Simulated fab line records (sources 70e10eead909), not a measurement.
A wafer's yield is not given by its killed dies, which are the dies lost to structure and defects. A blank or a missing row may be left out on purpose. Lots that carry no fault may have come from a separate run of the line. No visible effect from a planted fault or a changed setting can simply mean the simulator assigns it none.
A struck lot beside a sound one + flow nandHarc + 13 out of 1302 route steps
Sound: wafers L644.1, L644.2, L644.5. Wafers struck: L635.1, L635.2, L635.5. Last of all comes the cause.
Each step with rows lists, per side, the tool, then ch with its chambers, then its first start. Under that, the readings that differ: sound wafers + struck wafers + difference of the means + sigmas: that difference in standard deviations of wafers without a fault.
alike: words and numbers the same on both sides, and readings whose means are apart by under 2 such deviations; not compared: readings that were withheld, readings missing a value for some wafer, numbers with overlapping values and no deviation given by the record, and bounds like >300 which may hide the same value.
A row with sigmas, a row that says differs or no value, or rows on one side alone: a step with any of these is where the two part. Non-overlapping numbers with no deviation appear without sigmas and do not part them. A reading missing from all wafers of one side parts the sides only when that side holds two or more wafers.

first, 1 step without rows for these wafers: NHARC_A_SLIT_STRIP_28 (strips in O2/COS).
NHARC_A_SLIT_ETCH_29: etches the open film in CF4/O2, target depth 100 nm, overetch 10 nm, time 55 s.
  sound on rieDiel-09 ch 0,2, day 29 01:46; struck on rieDiel-13 ch 1,2,3, day 25 18:43
  alike: drypumpMotorCurrentA, mfcArSccm, oesProductAu, rfVppV, showerheadPlenumPTorr, throttleValvePct
  not compared: rfHoursCounterH
NHARC_A_SLIT_STRIP_18: strips in O2.
  sound: rieDiel-09 ch 0,1,3; struck: rieDiel-13 ch 0,1
  alike: drypumpMotorCurrentA, mfcArSccm, oesProductAu, rfVppV, showerheadPlenumPTorr, throttleValvePct
  not compared: rfHoursCounterH
then, 2 steps without rows for these wafers: NHARC_A_SLIT_PRECLEAN_19 (cleans in SC1); NHARC_A_SLIT_SRD_20.
NHARC_A_SLIT_CD_MEAS_21:
  struck on cdSem-03, day 25 19:14; sound on cdSem-03, day 29 02:17
| reading   | sound             | struck            | difference | sigmas |
|-----------|-------------------|-------------------|------------|--------|
| cdNm (nm) | 286.7 287.2 287.9 | 291.2 290.3 290.0 | +3.2       | +3     |
then, 3 steps without rows for these wafers: NHARC_A_SIN_REMOVE_WET_00 (chemistry H3PO4, time 15300 s); NHARC_A_SIN_REMOVE_PRECLEAN_01 (cleans in SC1); NHARC_A_SIN_REMOVE_SRD_02.
NHARC_A_SIN_REMOVE_INSPECT_04:
  struck on defectInspect-01, day 26 02:45; sound on defectInspect-01, day 29 08:57
  alike: rawDefectCount
NHARC_A_WL_FILL_ALD_00: deposits Al2O3, target thk 3 nm, pulse time 3 s, ald cycles 30.
  sound on aldHk-03 ch 0,1, day 29 09:01; struck on aldHk-01 ch 0,2,3, day 26 02:49
  alike: heaterPowerW, precursorPulseHeightRel
NHARC_A_WL_FILL_RTA_01: time 5 s.
  sound on rtpAnneal-02 ch 0, day 29 09:17; struck on rtpAnneal-01, day 26 03:05
  no value came back on the struck wafers for any of 5 readings (annealTempCMax, lampPowerPct (%) and others); on the sound wafers annealTempCMax reads 1002.9 1004.5 1004.0
NHARC_A_WL_FILL_ALD_02: deposits TiN, target thk 2 nm, pulse time 3 s, ald cycles 100.
  sound on aldMetal-04 ch 0,1, day 29 09:30; struck on aldMetal-01 ch 0,1,3, day 26 03:20
  alike: heaterPowerW, precursorPulseHeightRel

## WHERE THEY PART
First at NHARC_A_SLIT_CD_MEAS_21; last, within this record, at NHARC_A_WL_FILL_RTA_01. Later steps at which nothing parts them and some readings are alike: NHARC_A_WL_FILL_ALD_02.

WHY: what had been put in by the simulator
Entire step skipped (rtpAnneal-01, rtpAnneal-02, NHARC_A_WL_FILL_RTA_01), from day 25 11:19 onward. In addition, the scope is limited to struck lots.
